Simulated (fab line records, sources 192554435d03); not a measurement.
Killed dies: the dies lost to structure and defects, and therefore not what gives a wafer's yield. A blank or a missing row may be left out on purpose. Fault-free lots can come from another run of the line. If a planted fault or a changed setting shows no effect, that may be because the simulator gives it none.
Which tool was responsible? + flow n5_finfet + 9 lots, 27 wafers sampled, at 1 step of a route of 1938

== WHAT EACH GAUGE READ, for each wafer ==
N5_BEOL_M10_OVL_MEAS_12.
| lot  | measured     | on         | M10_OVL (nm)   |
|------|--------------|------------|----------------|
| L076 | day 10 18:23 | overlay-01 | -1.0 -1.0 -0.2 |
| L080 | day 11 16:06 | overlay-02 | -0.6 -0.7 -1.8 |
| L082 | day 12 10:22 | overlay-01 | -1.8 -1.3 -2.1 |
| L084 | day 13 04:47 | overlay-02 | -0.9 -1.0 0.7  |
| L088 | day 13 15:44 | overlay-02 | -1.7 -0.2 -0.3 |
| L089 | day 14 07:22 | overlay-02 | -1.6 -1.1 -0.4 |
| L092 | day 14 17:45 | overlay-01 | -0.3 -0.2 -0.6 |
| L094 | day 15 04:23 | overlay-02 | 0.1 -0.5 -0.4  |
| L097 | day 16 03:34 | overlay-01 | -0.4 -0.2 -0.8 |

== TOOL THAT RAN EACH LOT (tool first, then ch and the chambers of the sampled wafers, then the start) ==
The record shows no process step preceding these readings.

== THE ANSWER, worked out from the rows above alone ==
Rule: the usual values come from the lots themselves. Put in order of their means at a reading, lots are off if they are a third of the lots or fewer, leave a main group of 4 or more, and stand apart from it by a gap of 3 or more times the standard deviation of the main group's means; of several such gaps the widest counts. A main group whose means are all the same, to the digits that the tables above print for the reading, isn't used. A lot without any number at a reading at which 4 lots or more have one is off too. The other lots that the step has rows for count as sound.
No lot is off at any reading shown: from this, nothing can be told.

== WHAT THE SIMULATOR PUT IN ==
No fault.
